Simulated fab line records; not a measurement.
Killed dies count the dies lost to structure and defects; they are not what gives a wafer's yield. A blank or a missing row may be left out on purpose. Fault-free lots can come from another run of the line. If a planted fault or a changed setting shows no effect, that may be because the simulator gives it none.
Which tool did it? || flow n5 finfet || 72 wafers from 24 lots sampled at 5 of the route's 1938 steps

WHAT THE GAUGES READ, wafer by wafer
N5_BEOL_M6_THK_MEAS_53: measures by xrf.
{"lot": "L074", "measured": "day 8 13:08", "on": "film metro-02", "M6_THK (nm)": "78.0 78.7 79.4"}
{"lot": "L076", "measured": "day 9 02:03", "on": "film metro-01", "M6_THK (nm)": "71.0 75.2 75.6"}
{"lot": "L075", "measured": "day 9 04:02", "on": "film metro-02", "M6_THK (nm)": "78.8 75.9 75.0"}
{"lot": "L077", "measured": "day 9 07:09", "on": "film metro-01", "M6_THK (nm)": "79.8 76.0 77.7"}
{"lot": "L078", "measured": "day 9 15:20", "on": "film metro-02", "M6_THK (nm)": "74.4 74.9 77.1"}
{"lot": "L079", "measured": "day 10 00:35", "on": "film metro-01", "M6_THK (nm)": "73.7 76.2 75.0"}
{"lot": "L081", "measured": "day 10 04:10", "on": "film metro-02", "M6_THK (nm)": "77.8 73.6 77.7"}
{"lot": "L080", "measured": "day 10 10:49", "on": "film metro-02", "M6_THK (nm)": "78.1 81.3 73.9"}
{"lot": "L082", "measured": "day 10 16:35", "on": "film metro-02", "M6_THK (nm)": "80.2 79.1 77.9"}
{"lot": "L083", "measured": "day 11 01:05", "on": "film metro-01", "M6_THK (nm)": "80.6 77.3 78.6"}
{"lot": "L084", "measured": "day 11 02:52", "on": "film metro-02", "M6_THK (nm)": "75.2 84.2 75.9"}
{"lot": "L086", "measured": "day 11 18:43", "on": "film metro-01", "M6_THK (nm)": "73.7 76.4 79.6"}
{"lot": "L088", "measured": "day 11 23:37", "on": "film metro-02", "M6_THK (nm)": "78.3 79.8 83.2"}
{"lot": "L085", "measured": "day 12 00:17", "on": "film metro-01", "M6_THK (nm)": "81.1 80.9 78.7"}
{"lot": "L087", "measured": "day 12 05:56", "on": "film metro-01", "M6_THK (nm)": "73.4 73.0 77.7"}
{"lot": "L089", "measured": "day 12 11:12", "on": "film metro-01", "M6_THK (nm)": "81.2 79.8 75.7"}
{"lot": "L091", "measured": "day 13 03:07", "on": "film metro-01", "M6_THK (nm)": "82.8 77.3 77.8"}
{"lot": "L093", "measured": "day 13 12:50", "on": "film metro-02", "M6_THK (nm)": "78.3 79.3 78.8"}
{"lot": "L090", "measured": "day 13 13:51", "on": "film metro-02", "M6_THK (nm)": "75.1 78.6 76.1"}
{"lot": "L092", "measured": "day 14 00:01", "on": "film metro-01", "M6_THK (nm)": "81.1 80.2 78.4"}
{"lot": "L094", "measured": "day 14 06:25", "on": "film metro-01", "M6_THK (nm)": "80.7 76.9 77.9"}
{"lot": "L095", "measured": "day 14 11:04", "on": "film metro-01", "M6_THK (nm)": "80.3 79.4 77.5"}
{"lot": "L096", "measured": "day 14 12:59", "on": "film metro-01", "M6_THK (nm)": "73.7 78.5 76.8"}
{"lot": "L097", "measured": "day 14 19:57", "on": "film metro-01", "M6_THK (nm)": "75.2 74.6 78.7"}

N5_BEOL_M7_OCD_MEAS_38.
{"lot": "L074", "measured": "day 8 17:22", "on": "ocd-01", "trench depth nm (nm)": "93.7 93.6 93.4"}
{"lot": "L076", "measured": "day 9 05:32", "on": "ocd-01", "trench depth nm (nm)": "91.8 92.3 91.8"}
{"lot": "L075", "measured": "day 9 07:55", "on": "ocd-01", "trench depth nm (nm)": "90.2 95.1 92.3"}
{"lot": "L077", "measured": "day 9 11:47", "on": "ocd-01", "trench depth nm (nm)": "95.8 94.2 95.2"}
{"lot": "L078", "measured": "day 9 20:26", "on": "ocd-02", "trench depth nm (nm)": "91.3 94.9 95.0"}
{"lot": "L079", "measured": "day 10 07:23", "on": "ocd-01", "trench depth nm (nm)": "93.5 93.3 94.7"}
{"lot": "L081", "measured": "day 10 09:37", "on": "ocd-02", "trench depth nm (nm)": "92.2 96.1 95.4"}
{"lot": "L080", "measured": "day 10 15:32", "on": "ocd-01", "trench depth nm (nm)": "92.3 91.9 94.6"}
{"lot": "L082", "measured": "day 10 22:31", "on": "ocd-01", "trench depth nm (nm)": "95.1 93.4 95.1"}
{"lot": "L083", "measured": "day 11 07:34", "on": "ocd-02", "trench depth nm (nm)": "90.2 89.9 92.3"}
{"lot": "L084", "measured": "day 11 10:16", "on": "ocd-01", "trench depth nm (nm)": "90.2 92.2 90.5"}
{"lot": "L086", "measured": "day 11 23:23", "on": "ocd-02", "trench depth nm (nm)": "92.8 94.8 91.7"}
{"lot": "L088", "measured": "day 12 05:40", "on": "ocd-02", "trench depth nm (nm)": "95.7 91.8 93.0"}
{"lot": "L085", "measured": "day 12 05:39", "on": "ocd-01", "trench depth nm (nm)": "97.9 93.9 97.4"}
{"lot": "L087", "measured": "day 12 10:10", "on": "ocd-02", "trench depth nm (nm)": "92.2 95.9 93.6"}
{"lot": "L089", "measured": "day 12 14:22", "on": "ocd-01", "trench depth nm (nm)": "91.4 91.4 94.5"}
{"lot": "L091", "measured": "day 13 08:07", "on": "ocd-02", "trench depth nm (nm)": "89.7 92.9 90.8"}
{"lot": "L093", "measured": "day 13 17:56", "on": "ocd-01", "trench depth nm (nm)": "94.5 94.9 89.8"}
{"lot": "L090", "measured": "day 13 17:47", "on": "ocd-02", "trench depth nm (nm)": "91.2 93.8 90.0"}
{"lot": "L092", "measured": "day 14 05:03", "on": "ocd-02", "trench depth nm (nm)": "94.7 96.0 95.7"}
{"lot": "L094", "measured": "day 14 13:58", "on": "ocd-01", "trench depth nm (nm)": "90.3 93.3 90.3"}
{"lot": "L095", "measured": "day 14 14:19", "on": "ocd-01", "trench depth nm (nm)": "94.8 93.0 93.8"}
{"lot": "L096", "measured": "day 14 17:53", "on": "ocd-01", "trench depth nm (nm)": "91.9 91.5 90.6"}
{"lot": "L097", "measured": "day 15 01:53", "on": "ocd-02", "trench depth nm (nm)": "93.3 92.7 91.7"}

EACH LOT AND THE TOOL THAT RAN IT (in order: tool; ch and the chambers of the sampled wafers; start)
{"lot": "L074", "N5_BEOL_M6_SURFACE_TREAT_79": "pvd sputter-02, day 8 11:53", "N5_BEOL_M7_ETCH_61": "rie diel-06 ch 0,1, day 8 15:11", "N5_BEOL_M7_STRIP_19": "rie diel-06 ch 0,1, day 8 15:32"}
{"lot": "L076", "N5_BEOL_M6_SURFACE_TREAT_79": "pvd sputter-03, day 9 00:19", "N5_BEOL_M7_ETCH_61": "rie diel-01 ch 1,2,3, day 9 03:28", "N5_BEOL_M7_STRIP_19": "rie diel-06 ch 1,2,3, day 9 04:02"}
{"lot": "L075", "N5_BEOL_M6_SURFACE_TREAT_79": "pvd sputter-01, day 9 02:49", "N5_BEOL_M7_ETCH_61": "rie diel-03 ch 0,1, day 9 06:08", "N5_BEOL_M7_STRIP_19": "rie diel-06 ch 1,2,3, day 9 06:34"}
{"lot": "L077", "N5_BEOL_M6_SURFACE_TREAT_79": "pvd sputter-01, day 9 05:59", "N5_BEOL_M7_ETCH_61": "rie diel-01 ch 0,1,3, day 9 10:12", "N5_BEOL_M7_STRIP_19": "rie diel-03 ch 0,1,2, day 9 10:38"}
{"lot": "L078", "N5_BEOL_M6_SURFACE_TREAT_79": "pvd sputter-02, day 9 12:40", "N5_BEOL_M7_ETCH_61": "rie diel-01 ch 0,1, day 9 19:06", "N5_BEOL_M7_STRIP_19": "rie diel-01 ch 0,1,2, day 9 19:28"}
{"lot": "L079", "N5_BEOL_M6_SURFACE_TREAT_79": "pvd sputter-03, day 9 23:18", "N5_BEOL_M7_ETCH_61": "rie diel-03 ch 0,1,2, day 10 03:25", "N5_BEOL_M7_STRIP_19": "rie diel-03 ch 1,2,3, day 10 03:47"}
{"lot": "L081", "N5_BEOL_M6_SURFACE_TREAT_79": "pvd sputter-03, day 10 03:10", "N5_BEOL_M7_ETCH_61": "rie diel-03 ch 0,2,3, day 10 08:14", "N5_BEOL_M7_STRIP_19": "rie diel-03 ch 2,3, day 10 08:41"}
{"lot": "L080", "N5_BEOL_M6_SURFACE_TREAT_79": "pvd sputter-01, day 10 08:50", "N5_BEOL_M7_ETCH_61": "rie diel-03 ch 0,2,3, day 10 12:32", "N5_BEOL_M7_STRIP_19": "rie diel-03 ch 0,1,3, day 10 12:54"}
{"lot": "L082", "N5_BEOL_M6_SURFACE_TREAT_79": "pvd sputter-01, day 10 15:23", "N5_BEOL_M7_ETCH_61": "rie diel-06 ch 0,2, day 10 19:29", "N5_BEOL_M7_STRIP_19": "rie diel-06 ch 0,1,3, day 10 19:51"}
{"lot": "L083", "N5_BEOL_M6_SURFACE_TREAT_79": "pvd sputter-02, day 10 23:59", "N5_BEOL_M7_ETCH_61": "rie diel-01 ch 0,2,3, day 11 06:08", "N5_BEOL_M7_STRIP_19": "rie diel-01 ch 0,1,3, day 11 06:30"}
{"lot": "L084", "N5_BEOL_M6_SURFACE_TREAT_79": "pvd sputter-02, day 11 00:22", "N5_BEOL_M7_ETCH_61": "rie diel-03 ch 2,3, day 11 06:43", "N5_BEOL_M7_STRIP_19": "rie diel-06 ch 0,1,3, day 11 07:06"}
{"lot": "L086", "N5_BEOL_M6_SURFACE_TREAT_79": "pvd sputter-03, day 11 17:29", "N5_BEOL_M7_ETCH_61": "rie diel-01 ch 0,1,3, day 11 21:55", "N5_BEOL_M7_STRIP_19": "rie diel-06 ch 0,1,2, day 11 22:16"}
{"lot": "L088", "N5_BEOL_M6_SURFACE_TREAT_79": "pvd sputter-02, day 11 22:32", "N5_BEOL_M7_ETCH_61": "rie diel-03 ch 0,2,3, day 12 02:44", "N5_BEOL_M7_STRIP_19": "rie diel-03 ch 0,2,3, day 12 03:12"}
{"lot": "L085", "N5_BEOL_M6_SURFACE_TREAT_79": "pvd sputter-01, day 11 22:47", "N5_BEOL_M7_ETCH_61": "rie diel-01 ch 0,2,3, day 12 02:50", "N5_BEOL_M7_STRIP_19": "rie diel-01 ch 2,3, day 12 03:17"}
{"lot": "L087", "N5_BEOL_M6_SURFACE_TREAT_79": "pvd sputter-03, day 12 03:10", "N5_BEOL_M7_ETCH_61": "rie diel-03 ch 0,1,3, day 12 08:40", "N5_BEOL_M7_STRIP_19": "rie diel-03 ch 1,2,3, day 12 09:07"}
{"lot": "L089", "N5_BEOL_M6_SURFACE_TREAT_79": "pvd sputter-03, day 12 09:01", "N5_BEOL_M7_ETCH_61": "rie diel-03 ch 0,1,2, day 12 12:56", "N5_BEOL_M7_STRIP_19": "rie diel-06 ch 0,2,3, day 12 13:18"}
{"lot": "L091", "N5_BEOL_M6_SURFACE_TREAT_79": "pvd sputter-03, day 13 01:38", "N5_BEOL_M7_ETCH_61": "rie diel-01 ch 2,3, day 13 05:41", "N5_BEOL_M7_STRIP_19": "rie diel-03 ch 1,2,3, day 13 06:03"}
{"lot": "L093", "N5_BEOL_M6_SURFACE_TREAT_79": "pvd sputter-01, day 13 11:23", "N5_BEOL_M7_ETCH_61": "rie diel-06 ch 1,2,3, day 13 15:42", "N5_BEOL_M7_STRIP_19": "rie diel-03 ch 0,1,2, day 13 16:04"}
{"lot": "L090", "N5_BEOL_M6_SURFACE_TREAT_79": "pvd sputter-01, day 13 12:42", "N5_BEOL_M7_ETCH_61": "rie diel-03 ch 0,2,3, day 13 15:51", "N5_BEOL_M7_STRIP_19": "rie diel-03 ch 1,2,3, day 13 16:13"}
{"lot": "L092", "N5_BEOL_M6_SURFACE_TREAT_79": "pvd sputter-01, day 13 21:38", "N5_BEOL_M7_ETCH_61": "rie diel-01 ch 0,2, day 14 02:12", "N5_BEOL_M7_STRIP_19": "rie diel-01 ch 1,2, day 14 02:40"}
{"lot": "L094", "N5_BEOL_M6_SURFACE_TREAT_79": "pvd sputter-03, day 14 05:05", "N5_BEOL_M7_ETCH_61": "rie diel-01 ch 0,1,3, day 14 11:15", "N5_BEOL_M7_STRIP_19": "rie diel-06 ch 0,1,2, day 14 11:41"}
{"lot": "L095", "N5_BEOL_M6_SURFACE_TREAT_79": "pvd sputter-03, day 14 06:35", "N5_BEOL_M7_ETCH_61": "rie diel-06 ch 0,2,3, day 14 12:40", "N5_BEOL_M7_STRIP_19": "rie diel-03 ch 1,2,3, day 14 13:07"}
{"lot": "L096", "N5_BEOL_M6_SURFACE_TREAT_79": "pvd sputter-01, day 14 11:35", "N5_BEOL_M7_ETCH_61": "rie diel-03 ch 0,2, day 14 14:47", "N5_BEOL_M7_STRIP_19": "rie diel-01 ch 0,1, day 14 15:10"}
{"lot": "L097", "N5_BEOL_M6_SURFACE_TREAT_79": "pvd sputter-01, day 14 18:53", "N5_BEOL_M7_ETCH_61": "rie diel-03 ch 0,1,2, day 14 22:12", "N5_BEOL_M7_STRIP_19": "rie diel-06 ch 0,3, day 14 22:33"}
- N5_BEOL_M6_SURFACE_TREAT_79
- N5_BEOL_M7_ETCH_61: etches SiARC in CF4, target depth 45.5 nm, time 75.8 s.
- N5_BEOL_M7_STRIP_19: strips in O2.

WHAT THE TOOLS THEMSELVES READ (means of the sampled wafers that have a number; where no wafer has one, the mark that the record gives instead)
N5_BEOL_M7_ETCH_61.
{"lot": "L074", "tool": "rie diel-06", "drypump motor current A (A)": 6.5, "etch rf on time s (s)": 74.3, "mfc ar sccm (sccm)": 99.79, "oes product au (a.u.)": 0.68, "rf vpp V (V)": 183.8, "showerhead plenum p Torr (Torr)": 2.11, "throttle valve pct (%)": 15.39}
{"lot": "L076", "tool": "rie diel-01", "drypump motor current A (A)": 5.4, "etch rf on time s (s)": 75.7, "mfc ar sccm (sccm)": 100.10, "oes product au (a.u.)": 0.70, "rf vpp V (V)": 184.7, "showerhead plenum p Torr (Torr)": 2.19, "throttle valve pct (%)": 15.76}
{"lot": "L075", "tool": "rie diel-03", "drypump motor current A (A)": 6.5, "etch rf on time s (s)": 75.8, "mfc ar sccm (sccm)": 99.90, "oes product au (a.u.)": 0.61, "rf vpp V (V)": 183.8, "showerhead plenum p Torr (Torr)": 2.11, "throttle valve pct (%)": 15.96}
{"lot": "L077", "tool": "rie diel-01", "drypump motor current A (A)": 5.5, "etch rf on time s (s)": 75.1, "mfc ar sccm (sccm)": 100.12, "oes product au (a.u.)": 0.69, "rf vpp V (V)": 183.8, "showerhead plenum p Torr (Torr)": 2.16, "throttle valve pct (%)": 15.86}
{"lot": "L078", "tool": "rie diel-01", "drypump motor current A (A)": 5.5, "etch rf on time s (s)": 75.5, "mfc ar sccm (sccm)": 99.79, "oes product au (a.u.)": 0.74, "rf vpp V (V)": 184.8, "showerhead plenum p Torr (Torr)": 2.17, "throttle valve pct (%)": 15.70}
{"lot": "L079", "tool": "rie diel-03", "drypump motor current A (A)": 6.2, "etch rf on time s (s)": 77.7, "mfc ar sccm (sccm)": 99.73, "oes product au (a.u.)": 0.60, "rf vpp V (V)": 184.2, "showerhead plenum p Torr (Torr)": 2.16, "throttle valve pct (%)": 15.96}
{"lot": "L081", "tool": "rie diel-03", "drypump motor current A (A)": 5.9, "etch rf on time s (s)": 76.9, "mfc ar sccm (sccm)": 100.08, "oes product au (a.u.)": 0.62, "rf vpp V (V)": 183.9, "showerhead plenum p Torr (Torr)": 2.17, "throttle valve pct (%)": 15.74}
{"lot": "L080", "tool": "rie diel-03", "drypump motor current A (A)": 5.9, "etch rf on time s (s)": 77.1, "mfc ar sccm (sccm)": 99.94, "oes product au (a.u.)": 0.62, "rf vpp V (V)": 184.6, "showerhead plenum p Torr (Torr)": 2.17, "throttle valve pct (%)": 15.74}
{"lot": "L082", "tool": "rie diel-06", "drypump motor current A (A)": 6.2, "etch rf on time s (s)": 72.8, "mfc ar sccm (sccm)": 99.91, "oes product au (a.u.)": 0.70, "rf vpp V (V)": 182.3, "showerhead plenum p Torr (Torr)": 2.06, "throttle valve pct (%)": 15.47}
{"lot": "L083", "tool": "rie diel-01", "drypump motor current A (A)": 5.4, "etch rf on time s (s)": 77.4, "mfc ar sccm (sccm)": 100.16, "oes product au (a.u.)": 0.60, "rf vpp V (V)": 183.7, "showerhead plenum p Torr (Torr)": 2.16, "throttle valve pct (%)": 15.93}
{"lot": "L084", "tool": "rie diel-03", "drypump motor current A (A)": 6.1, "etch rf on time s (s)": 78.1, "mfc ar sccm (sccm)": 99.89, "oes product au (a.u.)": 0.59, "rf vpp V (V)": 184.7, "showerhead plenum p Torr (Torr)": 2.17, "throttle valve pct (%)": 15.77}
{"lot": "L086", "tool": "rie diel-01", "drypump motor current A (A)": 5.5, "etch rf on time s (s)": 75.4, "mfc ar sccm (sccm)": 100.23, "oes product au (a.u.)": 0.67, "rf vpp V (V)": 184.6, "showerhead plenum p Torr (Torr)": 2.16, "throttle valve pct (%)": 15.90}
{"lot": "L088", "tool": "rie diel-03", "drypump motor current A (A)": 5.9, "etch rf on time s (s)": 78.2, "mfc ar sccm (sccm)": 100.26, "oes product au (a.u.)": 0.61, "rf vpp V (V)": 183.7, "showerhead plenum p Torr (Torr)": 2.16, "throttle valve pct (%)": 15.76}
{"lot": "L085", "tool": "rie diel-01", "drypump motor current A (A)": 5.4, "etch rf on time s (s)": 76.9, "mfc ar sccm (sccm)": 100.07, "oes product au (a.u.)": 0.60, "rf vpp V (V)": 183.7, "showerhead plenum p Torr (Torr)": 2.16, "throttle valve pct (%)": 15.93}
{"lot": "L087", "tool": "rie diel-03", "drypump motor current A (A)": 6.1, "etch rf on time s (s)": 75.5, "mfc ar sccm (sccm)": 100.11, "oes product au (a.u.)": 0.62, "rf vpp V (V)": 183.4, "showerhead plenum p Torr (Torr)": 2.10, "throttle valve pct (%)": 15.77}
{"lot": "L089", "tool": "rie diel-03", "drypump motor current A (A)": 6.2, "etch rf on time s (s)": 78.6, "mfc ar sccm (sccm)": 99.81, "oes product au (a.u.)": 0.58, "rf vpp V (V)": 184.2, "showerhead plenum p Torr (Torr)": 2.15, "throttle valve pct (%)": 16.01}
{"lot": "L091", "tool": "rie diel-01", "drypump motor current A (A)": 5.4, "etch rf on time s (s)": 78.2, "mfc ar sccm (sccm)": 100.08, "oes product au (a.u.)": 0.60, "rf vpp V (V)": 184.5, "showerhead plenum p Torr (Torr)": 2.18, "throttle valve pct (%)": 15.89}
{"lot": "L093", "tool": "rie diel-06", "drypump motor current A (A)": 6.0, "etch rf on time s (s)": 75.6, "mfc ar sccm (sccm)": 100.14, "oes product au (a.u.)": 0.71, "rf vpp V (V)": 183.9, "showerhead plenum p Torr (Torr)": 2.11, "throttle valve pct (%)": 15.54}
{"lot": "L090", "tool": "rie diel-03", "drypump motor current A (A)": 5.9, "etch rf on time s (s)": 78.3, "mfc ar sccm (sccm)": 99.80, "oes product au (a.u.)": 0.60, "rf vpp V (V)": 184.9, "showerhead plenum p Torr (Torr)": 2.16, "throttle valve pct (%)": 15.79}
{"lot": "L092", "tool": "rie diel-01", "drypump motor current A (A)": 5.5, "etch rf on time s (s)": 76.4, "mfc ar sccm (sccm)": 99.91, "oes product au (a.u.)": 0.75, "rf vpp V (V)": 183.3, "showerhead plenum p Torr (Torr)": 2.14, "throttle valve pct (%)": 15.62}
{"lot": "L094", "tool": "rie diel-01", "drypump motor current A (A)": 5.5, "etch rf on time s (s)": 74.9, "mfc ar sccm (sccm)": 100.03, "oes product au (a.u.)": 0.73, "rf vpp V (V)": 183.5, "showerhead plenum p Torr (Torr)": 2.15, "throttle valve pct (%)": 15.76}
{"lot": "L095", "tool": "rie diel-06", "drypump motor current A (A)": 6.0, "etch rf on time s (s)": 72.2, "mfc ar sccm (sccm)": 100.11, "oes product au (a.u.)": 0.68, "rf vpp V (V)": 182.2, "showerhead plenum p Torr (Torr)": 2.03, "throttle valve pct (%)": 15.52}
{"lot": "L096", "tool": "rie diel-03", "drypump motor current A (A)": 6.0, "etch rf on time s (s)": 80.0, "mfc ar sccm (sccm)": 99.69, "oes product au (a.u.)": 0.57, "rf vpp V (V)": 184.7, "showerhead plenum p Torr (Torr)": 2.21, "throttle valve pct (%)": 16.03}
{"lot": "L097", "tool": "rie diel-03", "drypump motor current A (A)": 6.3, "etch rf on time s (s)": 78.2, "mfc ar sccm (sccm)": 99.94, "oes product au (a.u.)": 0.57, "rf vpp V (V)": 184.6, "showerhead plenum p Torr (Torr)": 2.15, "throttle valve pct (%)": 16.03}

N5_BEOL_M7_STRIP_19.
{"lot": "L074", "tool": "rie diel-06", "drypump motor current A (A)": 6.5, "oes product au (a.u.)": 0.79, "rf vpp V (V)": 3.8, "showerhead plenum p Torr (Torr)": 2.07, "throttle valve pct (%)": 16.4}
{"lot": "L076", "tool": "rie diel-06", "drypump motor current A (A)": 6.0, "oes product au (a.u.)": 0.79, "rf vpp V (V)": 3.4, "showerhead plenum p Torr (Torr)": 2.06, "throttle valve pct (%)": 16.6}
{"lot": "L075", "tool": "rie diel-06", "drypump motor current A (A)": 6.0, "oes product au (a.u.)": 0.78, "rf vpp V (V)": 3.7, "showerhead plenum p Torr (Torr)": 2.06, "throttle valve pct (%)": 16.7}
{"lot": "L077", "tool": "rie diel-03", "drypump motor current A (A)": 6.3, "oes product au (a.u.)": 0.71, "rf vpp V (V)": 3.6, "showerhead plenum p Torr (Torr)": 2.10, "throttle valve pct (%)": 16.9}
{"lot": "L078", "tool": "rie diel-01", "drypump motor current A (A)": 5.5, "oes product au (a.u.)": 0.79, "rf vpp V (V)": 3.2, "showerhead plenum p Torr (Torr)": 2.13, "throttle valve pct (%)": 16.8}
{"lot": "L079", "tool": "rie diel-03", "drypump motor current A (A)": 6.3, "oes product au (a.u.)": 0.72, "rf vpp V (V)": 3.9, "showerhead plenum p Torr (Torr)": 2.04, "throttle valve pct (%)": 16.7}
{"lot": "L081", "tool": "rie diel-03", "drypump motor current A (A)": 6.1, "oes product au (a.u.)": 0.72, "rf vpp V (V)": 3.4, "showerhead plenum p Torr (Torr)": 2.08, "throttle valve pct (%)": 16.5}
{"lot": "L080", "tool": "rie diel-03", "drypump motor current A (A)": 6.1, "oes product au (a.u.)": 0.73, "rf vpp V (V)": 3.5, "showerhead plenum p Torr (Torr)": 2.06, "throttle valve pct (%)": 16.8}
{"lot": "L082", "tool": "rie diel-06", "drypump motor current A (A)": 6.3, "oes product au (a.u.)": 0.79, "rf vpp V (V)": 3.4, "showerhead plenum p Torr (Torr)": 2.04, "throttle valve pct (%)": 16.5}
{"lot": "L083", "tool": "rie diel-01", "drypump motor current A (A)": 5.5, "oes product au (a.u.)": 0.78, "rf vpp V (V)": 3.9, "showerhead plenum p Torr (Torr)": 2.09, "throttle valve pct (%)": 16.8}
{"lot": "L084", "tool": "rie diel-06", "drypump motor current A (A)": 6.3, "oes product au (a.u.)": 0.78, "rf vpp V (V)": 3.8, "showerhead plenum p Torr (Torr)": 2.03, "throttle valve pct (%)": 16.5}
{"lot": "L086", "tool": "rie diel-06", "drypump motor current A (A)": 6.2, "oes product au (a.u.)": 0.85, "rf vpp V (V)": 3.1, "showerhead plenum p Torr (Torr)": 2.08, "throttle valve pct (%)": 16.6}
{"lot": "L088", "tool": "rie diel-03", "drypump motor current A (A)": 5.9, "oes product au (a.u.)": 0.73, "rf vpp V (V)": 4.1, "showerhead plenum p Torr (Torr)": 2.10, "throttle valve pct (%)": 16.7}
{"lot": "L085", "tool": "rie diel-01", "drypump motor current A (A)": 5.4, "oes product au (a.u.)": 0.74, "rf vpp V (V)": 3.2, "showerhead plenum p Torr (Torr)": 2.12, "throttle valve pct (%)": 17.0}
{"lot": "L087", "tool": "rie diel-03", "drypump motor current A (A)": 6.3, "oes product au (a.u.)": 0.70, "rf vpp V (V)": 3.4, "showerhead plenum p Torr (Torr)": 2.04, "throttle valve pct (%)": 16.7}
{"lot": "L089", "tool": "rie diel-06", "drypump motor current A (A)": 6.0, "oes product au (a.u.)": 0.81, "rf vpp V (V)": 3.5, "showerhead plenum p Torr (Torr)": 1.99, "throttle valve pct (%)": 16.6}
{"lot": "L091", "tool": "rie diel-03", "drypump motor current A (A)": 6.3, "oes product au (a.u.)": 0.70, "rf vpp V (V)": 4.3, "showerhead plenum p Torr (Torr)": 2.03, "throttle valve pct (%)": 16.7}
{"lot": "L093", "tool": "rie diel-03", "drypump motor current A (A)": 6.3, "oes product au (a.u.)": 0.68, "rf vpp V (V)": 3.6, "showerhead plenum p Torr (Torr)": 2.09, "throttle valve pct (%)": 17.0}
{"lot": "L090", "tool": "rie diel-03", "drypump motor current A (A)": 6.3, "oes product au (a.u.)": 0.69, "rf vpp V (V)": 3.6, "showerhead plenum p Torr (Torr)": 2.03, "throttle valve pct (%)": 16.7}
{"lot": "L092", "tool": "rie diel-01", "drypump motor current A (A)": 5.4, "oes product au (a.u.)": 0.75, "rf vpp V (V)": 3.6, "showerhead plenum p Torr (Torr)": 2.16, "throttle valve pct (%)": 16.8}
{"lot": "L094", "tool": "rie diel-06", "drypump motor current A (A)": 6.2, "oes product au (a.u.)": 0.82, "rf vpp V (V)": 3.3, "showerhead plenum p Torr (Torr)": 2.07, "throttle valve pct (%)": 16.6}
{"lot": "L095", "tool": "rie diel-03", "drypump motor current A (A)": 6.3, "oes product au (a.u.)": 0.69, "rf vpp V (V)": 3.6, "showerhead plenum p Torr (Torr)": 2.03, "throttle valve pct (%)": 16.7}
{"lot": "L096", "tool": "rie diel-01", "drypump motor current A (A)": 5.5, "oes product au (a.u.)": 0.92, "rf vpp V (V)": 3.2, "showerhead plenum p Torr (Torr)": 2.08, "throttle valve pct (%)": 16.6}
{"lot": "L097", "tool": "rie diel-06", "drypump motor current A (A)": 6.3, "oes product au (a.u.)": 0.73, "rf vpp V (V)": 3.1, "showerhead plenum p Torr (Torr)": 1.96, "throttle valve pct (%)": 16.5}

THE ANSWER, worked out from the rows above alone
Rule: the usual values come from the lots themselves. Put in order of their means at a reading, lots are off if they are a third of the lots or fewer, leave a main group of 4 or more, and stand apart from it by a gap of 3 or more times the standard deviation of the main group's means; of several such gaps the widest counts. A main group is skipped when, at the precision printed for the reading in the tables above, its means are all equal. Also off: a lot with no number at a reading for which 4 or more lots have one. Where the step has rows for the other lots, those lots are counted as sound. After the gauges, taken in route order, come the tools' own readings; for these a lot's mean is taken, as printed above. The first step at which some lot is off is used, and at that step the reading that is off furthest; a lot without a number counts as furthest.
None of the lots is off at any reading shown; this tells nothing.

WHAT THE SIMULATOR HAD PUT IN
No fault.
